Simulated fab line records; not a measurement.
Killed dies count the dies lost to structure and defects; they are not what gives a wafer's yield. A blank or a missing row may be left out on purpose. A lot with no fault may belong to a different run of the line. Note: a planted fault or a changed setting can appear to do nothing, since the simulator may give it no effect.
Matching of chambers -- flow n5_finfet -- N5_BEOL_M6_ETCH_62 on rie_diel-03 has 4 sister chambers
The step etches SOC in N2/H2, target depth 110 nm, overetch 22 nm, time 165 s. 4 wafers are shown with their chamber, then 9 later ones without.

== WAFERS, EACH WITH ITS CHAMBER ==
wafer,chamber,showerhead_plenum_p_Torr (Torr)
L077.2,2,2.51
L080.5,1,2.45
L084.4,3,2.65
L084.6,0,2.48

== WAFERS WITH NO CHAMBER GIVEN ==
wafer,showerhead_plenum_p_Torr (Torr)
L087.1,2.48
L087.3,2.65
L087.6,2.45
L091.1,2.64
L091.2,2.44
L091.6,2.50
L095.2,2.64
L095.3,2.47
L095.6,2.44

== THE CHAMBER EACH PASSED THROUGH ==
wafer,from the rows above,in truth
L087.1,0,0
L087.3,3,3
L087.6,1,1
L091.1,3,3
L091.2,1,1
L091.6,can't be placed: 2 or 0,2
L095.2,3,3
L095.3,can't be placed: 0 or 1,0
L095.6,1,1
7 of 9 placed correctly. Unplaceable from these rows: 2, with the true chamber sitting among the candidates in 2. Wrongly placed: 0.
How it was worked out, from the rows above alone: a wafer's distance from a chamber is the root of the sum, over the readings, of the square of ((its reading less the chamber's mean) divided by the reading's scatter). If the next closest chamber is less than 2 further off than the closest, the wafer can't be placed; otherwise it belongs to the closest. A chamber's mean is the mean of its shown wafers. The scatter: root of mean squared gap, hidden wafer to nearest shown wafer, with one shown wafer a chamber.
